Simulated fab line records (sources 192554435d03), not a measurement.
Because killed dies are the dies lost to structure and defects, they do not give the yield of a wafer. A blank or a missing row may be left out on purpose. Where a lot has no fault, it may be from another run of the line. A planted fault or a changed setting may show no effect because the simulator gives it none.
fab line records    flow n5_finfet
record: lots: 15  wafers: 40  last_day: 18
route steps=1938 shown BEOL_M15@1826 TV_LITHO@1883 PASSIVATION@1906
lots with no fault: from the same line, run without faults
start_h: hours from the record's opening day to when the first of the lot's shown wafers began    wait_h: how many hours have passed since the lot's step before this one    " identical to the entry in the row above    L1.1+2: one row covering several wafers at once    - no value present, or no start provided    * or withheld: withheld    < > ~ a bound
route shown NAME@n: names a module that has steps shown in the file, with the first one's number in the route    usual: average and standard deviation across the fault-free wafers    same: alike in all rows    chamber/n: place in a boat    sites: readings site by site    _std_site: the values' standard deviation    _edge_site: outer sites' mean less inner sites'    radius_mm: how far each site lies from the wafer's centre    mask NAME#n: copy n    behind: the last tool/chamber to shape the wafer    hold: cause of the lot's hold/its duration in hours/its outcome    device: the n, p or np transistor that did not switch    end of line: at the end of the route, the tests of the same wafers    for a step that has no rows: nothing shown but its recipe    killed: at the first sort, the dies lost to defects and structure; wafer yield is something else    map: the dies of a wafer, with x for killed, . for not killed, _ for no die there
set.NAME: the setting that was run; set.NAME@STEP: the one run at that earlier step    model.NAME: the simulator's own value behind a step, which no gauge read
route steps across a sampled set of lots; one table per step, one row per wafer
services: from which hour (start_h, from the record's first day; less than 0 if before it) a tool's chamber was out of use, for how many hours, and why
== steps ==
step: N5_BEOL_M15_PRE_CLEAN_52
recipe: gas: NH3  time_s: 15  temp_c: withheld  rf_power_w: 300
same: time_s: 15
lot.wafer   tool      chamber  start_h  wait_h
L556.1+2+3  pecvd-03  1,2,0    250.55   0.0
L557.1+4+6  pecvd-02  2,2,1    251.96   0.0
L559.5+6    pecvd-02  1,0      266.92   0.0
L558.3+4+5  pecvd-03  0,2,0    275.46   0.0
L561.1+2+3  pecvd-04  0,2,1    275.66   0.0
L560.2+4+5  pecvd-04  1,2,0    278.94   0.0
L565.3+4    pecvd-03  2,0      297.67   0.0
L563.2+3+5  pecvd-04  0,1,0    301.89   0.0
L566.1+4+6  pecvd-04  2,0,1    327.29   0.0
L567.1+2+3  pecvd-04  1,2,2    328.32   0.0
L571.4+5    pecvd-03  2,1      343.57   0.0
L576.2+5    pecvd-02  1,0      379.12   0.0
L574.3+4    pecvd-03  0        395.69   0.0
L575.2+4+6  pecvd-03  1,1,2    403.58   0.0
L578.1+4+6  pecvd-03  2,1,0    408.86   0.0
step: N5_PASSIVATION_CD_MEAS_10
recipe: target_cd_nm: 3000  landing_energy_ev: 500  detector: se_inlens
usual: cd_nm: 3000/3.3
lot.wafer  tool       chamber  start_h  wait_h  cd_nm
L556.1     cd_sem-01  0        258.69   -       3006
L556.2     "          0        "        "       3003
L556.3     "          0        "        "       3000
L557.1     cd_sem-01  0        259.76   -       3006
L557.4     "          0        "        "       3005
L557.6     "          0        "        "       3000
L559.5     cd_sem-03  0        273.51   -       2997
L559.6     "          0        "        "       2997
L558.3     cd_sem-03  0        281.16   -       3001
L558.4     "          0        "        "       3007
L558.5     "          0        "        "       3003
L561.1     cd_sem-02  0        282.37   -       2998
L561.2     "          0        "        "       3000
L561.3     "          0        "        "       2993
L560.2     cd_sem-02  0        287.26   -       2999
L560.4     "          0        "        "       2999
L560.5     "          0        "        "       2999
L565.3     cd_sem-03  0        306.25   -       2998
L565.4     "          0        "        "       2997
L563.2     cd_sem-02  0        309.03   -       3003
L563.3     "          0        "        "       2998
L563.5     "          0        "        "       3000
L567.1     cd_sem-03  0        334.96   -       2999
L567.2     "          0        "        "       3002
L567.3     "          0        "        "       2993
L566.1     cd_sem-02  0        335.12   -       2996
L566.4     "          0        "        "       2998
L566.6     "          0        "        "       2992
L571.4     cd_sem-03  0        349.71   -       3000
L571.5     "          0        "        "       3006
L576.2     cd_sem-01  0        388.02   -       2999
L576.5     "          0        "        "       3000
L574.3     cd_sem-03  0        400.95   -       3000
L574.4     "          0        "        "       2999
L575.2     cd_sem-03  0        413.29   -       2997
L575.4     "          0        "        "       3000
L575.6     "          0        "        "       2995
L578.1     cd_sem-01  0        417.28   -       2999
L578.4     "          0        "        "       3001
L578.6     "          0        "        "       3005
step: N5_PASSIVATION_OVL_MEAS_63
recipe: points_per_wafer: 44
usual: PAD_OVL: -4/6.2
lot.wafer  tool        chamber  start_h  wait_h  PAD_OVL[nm]
L556.1     overlay-01  0        260.71   0.0     -7
L556.2     "           0        "        "       -3
L556.3     "           0        "        "       -4
L557.1     overlay-02  0        261.73   0.0     -2
L557.4     "           0        "        "       -15
L557.6     "           0        "        "       -13
L559.5     overlay-01  0        275.17   0.0     8
L559.6     "           0        "        "       -9
L558.3     overlay-02  0        282.51   0.0     -5
L558.4     "           0        "        "       -13
L558.5     "           0        "        "       -6
L561.1     overlay-02  0        284.50   0.0     -5
L561.2     "           0        "        "       8
L561.3     "           0        "        "       -2
L560.2     overlay-01  0        289.35   0.0     -4
L560.4     "           0        "        "       -7
L560.5     "           0        "        "       1
L565.3     overlay-01  0        307.73   0.0     -20
L565.4     "           0        "        "       -6
L563.2     overlay-01  0        310.53   0.0     -7
L563.3     "           0        "        "       6
L563.5     "           0        "        "       0
L567.1     overlay-01  0        337.10   0.0     -6
L567.2     "           0        "        "       -2
L567.3     "           0        "        "       -10
L566.1     overlay-01  0        337.72   0.0     -6
L566.4     "           0        "        "       -1
L566.6     "           0        "        "       3
L571.4     overlay-01  0        352.02   0.0     -3
L571.5     "           0        "        "       -16
L576.2     overlay-02  0        389.43   0.0     -2
L576.5     "           0        "        "       -12
L574.3     overlay-01  0        402.71   0.0     -8
L574.4     "           0        "        "       -3
L575.2     overlay-01  0        415.64   0.0     -3
L575.4     "           0        "        "       -2
L575.6     "           0        "        "       -1
L578.1     overlay-01  0        419.18   0.0     7
L578.4     "           0        "        "       0
L578.6     "           0        "        "       -3
step: N5_PASSIVATION_PROBE_49
usual: defect_limited_yield: 90.9/1.6  killed_at_M0_to_M3: 34/10  killed_at_M4_up: 13/5.4  killed_at_contacts: 13/6  killed_at_front_end: 42/13  killed_at_other: 4/3.2  killed_dies: 107/18  killed_on_rim: 14/4.2  killed_open: 69/14  killed_short: 35/7.7  sort_bin_5_function: 5.3/1  sort_bin_6_memory: 3.3/0.75  sort_bin_8_speed: 0.00/0.015  sort_n_pass: 1073/19  sort_yield_pct: 90.9/1.6
same: gross_dies: 1180  killed_at_back_side: 0  sort_bin_4_leakage[%]: 0
lot.wafer  tool       chamber  start_h  wait_h  defect_limited_yield[%]  killed_at_M0_to_M3  killed_at_M4_up  killed_at_contacts  killed_at_front_end  killed_at_other  killed_dies  killed_on_rim  killed_open  killed_short  sort_bin_5_function[%]  sort_bin_6_memory[%]  sort_bin_8_speed[%]  sort_n_pass  sort_yield_pct[%]
L565.3     prober-02  -        312.71   0.1     93.1                     25                  19               5                   25                   7                81           12             44           35            4.0                     2.4                   0                    1099         93.1
L565.4     prober-02  -        312.76   0.2     94.0                     26                  15               2                   24                   4                71           5              40           30            3.7                     2.1                   0                    1109         94.0
L563.2     prober-02  -        315.63   0.1     74.2                     27                  211              6                   59                   2                305          30             73           26            15.8                    5.7                   0                    875          74.2
L563.3     prober-02  -        315.68   0.1     70.9                     38                  262              11                  30                   2                343          17             59           31            17.7                    5.3                   0                    837          70.9
L563.5     prober-02  -        315.78   0.2     74.8                     26                  207              13                  48                   3                297          29             66           25            15.8                    4.4                   0                    883          74.8
L567.1     prober-02  -        341.94   0.0     77.6                     16                  219              6                   21                   2                264          25             44           18            13.6                    3.6                   0                    916          77.6
L567.2     prober-02  -        341.99   0.1     73.5                     35                  245              11                  21                   1                313          17             56           24            16.9                    4.2                   0                    867          73.5
L567.3     prober-02  -        342.04   0.1     79.6                     30                  167              6                   34                   4                241          45             52           23            11.9                    3.7                   0                    939          79.6
L566.1     prober-01  -        342.57   0.0     72.7                     21                  229              13                  52                   7                322          45             63           39            17.3                    5.7                   0                    858          72.7
L566.4     prober-01  -        342.72   0.2     74.7                     36                  207              18                  36                   1                298          26             65           31            15.3                    4.2                   0                    882          74.7
L566.6     prober-01  -        342.82   0.3     73.0                     39                  225              17                  37                   1                319          35             57           31            16.1                    4.3                   0                    861          73.0
killed by level:class
L565.3 BEOL_M0_SAQP:geometric_particle:open=6 BEOL_M0_SAQP:geometric_particle:short=6 BEOL_M2:geometric_particle:open=5 BEOL_M4:geometric_particle:open=5 ILD0:geometric_particle:open=4 BEOL_M4:geometric_particle:short=4 FIN_SAQP:geometric_particle:short=3 DUMMY_GATE:geometric_particle:open=3
L565.4 BEOL_M0_SAQP:geometric_particle:open=7 FIN_SAQP:geometric_particle:short=5 BEOL_M0_SAQP:geometric_particle:short=5 BEOL_M4:geometric_particle:open=5 STARTING-WAFER:geometric_particle:short=5 FIN_SAQP:geometric_particle:open=4 BEOL_M1:geometric_particle:open=4 BEOL_M3:geometric_particle:open=4
L563.2 BEOL_M13:unspecified=157 BEOL_M15:unspecified=47 STI_FIN_REVEAL:geometric_particle:open=26 FIN_SAQP:geometric_particle:short=8 STI_FIN_REVEAL:geometric_particle:short=8 FIN_SAQP:geometric_particle:open=6 BEOL_M1:geometric_particle:open=6 BEOL_M4:geometric_particle:open=5
L563.3 BEOL_M13:unspecified=149 BEOL_M15:unspecified=99 BEOL_M0_SAQP:geometric_particle:short=9 MOL_CONTACT_COAG:geometric_particle:open=9 STI_FIN_REVEAL:geometric_particle:open=7 BEOL_M0_SAQP:geometric_particle:open=7 FIN_SAQP:geometric_particle:open=6 BEOL_M4:geometric_particle:open=6
L563.5 BEOL_M13:unspecified=156 BEOL_M15:unspecified=46 FIN_SAQP:geometric_particle:open=13 STI_FIN_REVEAL:geometric_particle:open=10 MOL_CONTACT_COAG:geometric_particle:open=10 FIN_SAQP:geometric_particle:short=9 BEOL_M2:geometric_particle:open=8 DUMMY_GATE:geometric_particle:open=6
L567.1 BEOL_M13:unspecified=105 BEOL_M15:unspecified=97 BEOL_M4:geometric_particle:open=10 STI_FIN_REVEAL:geometric_particle:open=8 STARTING-WAFER:geometric_particle:short=4 BEOL_M0_SAQP:geometric_particle:open=4 DUMMY_GATE:geometric_particle:open=3 MOL_CONTACT_COAG:geometric_particle:open=3
L567.2 BEOL_M13:unspecified=145 BEOL_M15:unspecified=87 BEOL_M2:geometric_particle:open=12 MOL_CONTACT_COAG:geometric_particle:open=8 DUMMY_GATE:geometric_particle:open=7 BEOL_M4:geometric_particle:open=7 BEOL_M0_SAQP:geometric_particle:open=6 BEOL_M0_SAQP:geometric_particle:short=6
L567.3 BEOL_M15:unspecified=91 BEOL_M13:unspecified=62 HKMG_FIN:area_etch=12 BEOL_M3:geometric_particle:open=8 BEOL_M4:geometric_particle:open=8 STI_FIN_REVEAL:geometric_particle:open=6 DUMMY_GATE:geometric_particle:open=5 MOL_CONTACT_COAG:geometric_particle:open=5
L566.1 BEOL_M13:unspecified=111 BEOL_M15:unspecified=102 STI_FIN_REVEAL:geometric_particle:open=13 FIN_SAQP:geometric_particle:open=10 FIN_SAQP:geometric_particle:short=10 MOL_CONTACT_COAG:geometric_particle:open=10 BEOL_M0_SAQP:geometric_particle:short=5 GATE_CUT:geometric_particle:open=4
L566.4 BEOL_M13:unspecified=153 BEOL_M15:unspecified=44 MOL_CONTACT_COAG:geometric_particle:open=15 STI_FIN_REVEAL:geometric_particle:open=6 DUMMY_GATE:geometric_particle:open=6 BEOL_M3:geometric_particle:short=6 STARTING-WAFER:geometric_particle:short=6 FIN_SAQP:geometric_particle:open=5
L566.6 BEOL_M13:unspecified=116 BEOL_M15:unspecified=104 MOL_CONTACT_COAG:geometric_particle:open=14 FIN_SAQP:geometric_particle:open=11 BEOL_M1:area_expose=10 DUMMY_GATE:geometric_particle:open=8 FIN_SAQP:geometric_particle:short=7 BEOL_M0_SAQP:geometric_particle:short=7
== services ==
tool      chamber  start_h  hours  kind
pecvd-02  -        239.60   1.0    repair
pecvd-04  0        328.05   5.5    scheduled_down
pecvd-02  0        346.60   2.1    scheduled_down
pecvd-03  1        350.32   2.1    scheduled_down
pecvd-04  -        350.50   5.5    pm
pecvd-04  -        359.46   1.0    repair
pecvd-04  -        370.94   11.4   repair
pecvd-04  1        383.62   -      clean
pecvd-04  1        383.62   -      consumable_replace:showerhead
pecvd-04  1        383.62   29.0   scheduled_down
pecvd-04  1        383.62   29.0   vent_cycle
== key ==
first_sign: step: N5_PASSIVATION_PROBE_49  reading: killed_at_M4_up  direction: up  sigmas: 38  usual: 13  struck: 219
effect: step: N5_PASSIVATION_PROBE_49  reading: defect_limited_yield  direction: down  sigmas: 10  usual: 90.9  struck: 74.6
more_kills_born_at: N5_BEOL_M15_PRE_CLEAN_52@pecvd-04: 717
met_at N5_BEOL_M15_PRE_CLEAN_52
struck_lots L563,L566,L567
baseline_loss: step: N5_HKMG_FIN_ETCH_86  wafers: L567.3
not_acting_at N5_PASSIVATION_CD_MEAS_10,N5_PASSIVATION_OVL_MEAS_63
onset_between 278.94 301.89
earlier_fault: kind: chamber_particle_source  tool: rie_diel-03  chamber: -  onset_h: 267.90  steps: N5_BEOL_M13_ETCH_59  rate_per_visit_cm2: 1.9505  until_the_next_wet_clean: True
earlier_fault: kind: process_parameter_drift  tool: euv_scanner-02  chamber: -  onset_h: 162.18  steps: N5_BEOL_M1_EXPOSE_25  channel: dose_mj  offset: 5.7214  shape: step  acts_in: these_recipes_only  stated: 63
fault: kind: chamber_particle_source  tool: pecvd-04  chamber: -  onset_h: 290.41  steps: N5_BEOL_M15_PRE_CLEAN_52  rate_per_visit_cm2: 0.49827
baseline_loss: these wafers lose ten dies or more at that step, a loss of the line's own and not of a fault; the sort's usual values leave them out
